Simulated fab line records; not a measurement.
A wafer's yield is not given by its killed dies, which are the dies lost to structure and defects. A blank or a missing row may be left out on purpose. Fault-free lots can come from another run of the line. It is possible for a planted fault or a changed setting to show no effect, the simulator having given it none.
Chamber matching -- flow n5-finfet -- rie-diel-04 running N5_BEOL_M0_STRIP_140: 4 sister chambers
The step strips in CF4. 18 wafers are shown with their chamber, then 9 later ones without.

## WAFERS PAIRED WITH THEIR CHAMBERS
wafer,chamber,drypump-motor-current-A (A),throttle-valve-pct (%),oes-product-au (a.u.)
L075.1,2,6.5,13.93,0.69
L075.2,1,5.6,13.60,0.72
L075.4,3,5.7,13.41,0.75
L080.2,0,5.6,14.00,0.69
L080.5,1,5.6,13.61,0.70
L080.6,0,5.6,14.01,0.69
L084.1,1,5.6,13.63,0.70
L084.3,2,6.5,13.37,0.94
L084.6,1,5.6,13.63,0.70
L087.3,0,5.6,14.04,0.68
L087.5,2,6.5,13.39,0.92
L087.6,3,5.6,13.51,0.72
L089.1,2,6.5,13.40,0.90
L089.3,3,5.6,13.48,0.72
L089.6,1,5.6,13.65,0.69
L091.1,3,5.6,13.50,0.72
L091.5,2,6.5,13.44,0.89
L091.6,3,5.6,13.49,0.72

SIGNATURES (means of the wafers above)
reading,chamber 0,chamber 1,chamber 2,chamber 3,scatter within a chamber
drypump-motor-current-A,5.600,5.600,6.500,5.620,0.0239
throttle-valve-pct,14.0167,13.6240,13.5060,13.4780,0.13
oes-product-au,0.6867,0.7020,0.8680,0.7260,0.055
Rule: a wafer lies at a distance from a chamber equal to the root of the sum of squares, over the readings, of (its reading less the chamber's mean, divided by the reading's scatter). If the next closest chamber is less than 2 further off than the closest, the wafer can't be placed; otherwise it belongs to the closest. The scatter: take each reading less its chamber's mean, square it, sum over the shown wafers, divide by the number of wafers less the number of chambers, and take the root.

## WAFERS WITH NO CHAMBER GIVEN
wafer,drypump-motor-current-A (A),throttle-valve-pct (%),oes-product-au (a.u.)
L095.1,5.6,13.53,0.72
L095.2,5.6,13.65,0.68
L095.3,6.5,13.44,0.88
L095.4,5.6,13.50,0.93
L095.5,5.7,13.52,0.72
L095.6,6.5,13.42,0.89
L097.3,5.6,13.54,0.71
L097.4,5.6,13.71,0.68
L097.5,6.5,13.44,0.88

## WHICH CHAMBER EACH WENT THROUGH
wafer,from the rows above,in truth
L095.1,can't be placed: 1 or 3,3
L095.2,can't be placed: 1 or 3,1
L095.3,2,2
L095.4,can't be placed: 3 or 1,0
L095.5,can't be placed: 3 or 1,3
L095.6,2,2
L097.3,can't be placed: 1 or 3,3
L097.4,can't be placed: 1 or 3 or 0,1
L097.5,2,2
3 of 9 placed correctly. From these rows, 6 cannot be placed; in 5 the true chamber is one of the candidates. Wrongly placed: 0.
